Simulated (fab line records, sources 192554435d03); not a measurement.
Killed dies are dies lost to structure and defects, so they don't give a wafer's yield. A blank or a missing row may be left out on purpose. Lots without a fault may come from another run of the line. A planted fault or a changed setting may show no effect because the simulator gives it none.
Chamber matching | flow n5_finfet | N5_HKMG_FIN_ALD_71 on ald_metal-02: 4 sister chambers
The step deposits TiN, target thk 1 nm, pulse time 1 s, purge time 3 s. 4 wafers are shown with their chamber, then 7 later ones without.

WAFERS WITH THEIR CHAMBER
wafer  | chamber | heater_power_w (W)
L079.1 | 2       | 870
L086.2 | 0       | 840
L086.4 | 1       | 1013
L092.5 | 3       | 940

WAFERS WITHOUT THEIR CHAMBER
wafer  | heater_power_w (W)
L092.6 | 860
L095.1 | 918
L095.3 | 877
L095.5 | 872
L096.1 | 846
L096.5 | 852
L096.6 | 1000

WHICH CHAMBER EACH WENT THROUGH
wafer  | from the rows above     | in truth
L092.6 | can't be placed: 2 or 0 | 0
L095.1 | 3                       | 3
L095.3 | 2                       | 2
L095.5 | 2                       | 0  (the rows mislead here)
L096.1 | can't be placed: 0 or 2 | 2
L096.5 | can't be placed: 0 or 2 | 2
L096.6 | 1                       | 1
Placed correctly: 3 of 7. Can't be placed from these rows: 3 (the true chamber is among the candidates in 3). Placed wrongly: 1.
How it was worked out, from the rows above alone: a wafer's distance from a chamber is the root of the sum, over the readings, of the square of ((its reading less the chamber's mean) divided by the reading's scatter). The wafer belongs to the nearest chamber; if the next one is less than 2 further off, it can't be placed. A chamber's mean is the mean of its shown wafers. The scatter: with one shown wafer a chamber, the root of the mean of the squares of how far each hidden wafer lies from its nearest shown one.
